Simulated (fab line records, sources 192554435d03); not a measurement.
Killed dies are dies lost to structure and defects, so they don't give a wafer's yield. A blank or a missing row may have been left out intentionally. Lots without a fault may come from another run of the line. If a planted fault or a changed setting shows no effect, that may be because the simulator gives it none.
2 desks looking at one fault -- flow n5Finfet -- what lay behind the numbers comes last; until then each desk has only its own

DESK OF THE TOOL OWNER: aldMetal-01
The tool's own readings at N5_HKMG_FIN_ALD_21 (deposits TiN, target thk 1.5 nm, pulse time 1 s, purge time 3 s): means of the sampled wafers that have a number, for each lot that ran on this tool. Marked OUT: a lot whose mean sits more than 4 standard deviations from the usual mean, which makes it out of limits; the brackets give that distance.
Columns: A = heaterPowerW at N5_HKMG_FIN_ALD_21, usual 897 W; B = precursorPulseHeightRel at N5_HKMG_FIN_ALD_21, usual 0.998
lot,first seen here,A,B
L970,day 4 06:55,862,1.001
L977,day 6 03:30,804,0.991
L978,day 6 08:37,746,0.974
L981,day 7 02:11,848,1.020
Result from this desk: across the 4 lots, nothing is out of limits.

FROM THE METROLOGY DESK
Lot by lot, what the gauges showed, no matter which tool ran the lot: averages of those sampled wafers that carry a number. Marked OUT: a lot whose mean sits more than 4 standard deviations from the usual mean, which makes it out of limits; the brackets give that distance. It has 10 readings; the 7 that lie furthest out on some lot are the ones shown.
Columns: A = IOFF_P at N5_BEOL_M4_RC_MEAS_101, usual 0.22 nA/um; B = ION_N at N5_BEOL_M4_RC_MEAS_101, usual 672 uA/um; C = ION_P at N5_BEOL_M4_RC_MEAS_101, usual 463 uA/um; D = SS_N at N5_BEOL_M4_RC_MEAS_101, usual 71.4 mV/dec; E = SS_P at N5_BEOL_M4_RC_MEAS_101, usual 73.2 mV/dec; F = VT_N at N5_BEOL_M4_RC_MEAS_101, usual 250 mV; G = VT_P at N5_BEOL_M4_RC_MEAS_101, usual -250 mV
lot,first seen here,A,B,C,D,E,F,G
L970,day 8 04:59,0.17,664,449,71.4,72.9,252,-255
L977,day 9 21:27,0.18,659,450,71.1,72.9,254,-255
L978,day 10 04:24,0.24,676,468,70.7,73.5,248,-246
L981,day 10 22:03,0.24,676,472,71.7,73.0,250,-246
L985,day 12 06:14,0.24,683,466,71.9,74.1,245,-248
L987,day 12 09:08,0.20,669,463,71.6,73.0,253,-251
L986,day 12 12:28,0.19,656,457,71.1,72.8,251,-251
L991,day 13 06:59,0.20,665,458,71.4,73.1,252,-249
L992,day 14 11:01,0.19,670,465,70.5,72.3,254,-251
L993,day 15 03:51,0.22,678,468,72.0,73.1,249,-248
Result from this desk: across the 10 lots, nothing is out of limits.

TAKEN TOGETHER
Nothing out of limits was seen by the tool owner's desk.
At the metrology desk, nothing out of limits was observed.

WHAT THE SIMULATOR HAD PUT IN
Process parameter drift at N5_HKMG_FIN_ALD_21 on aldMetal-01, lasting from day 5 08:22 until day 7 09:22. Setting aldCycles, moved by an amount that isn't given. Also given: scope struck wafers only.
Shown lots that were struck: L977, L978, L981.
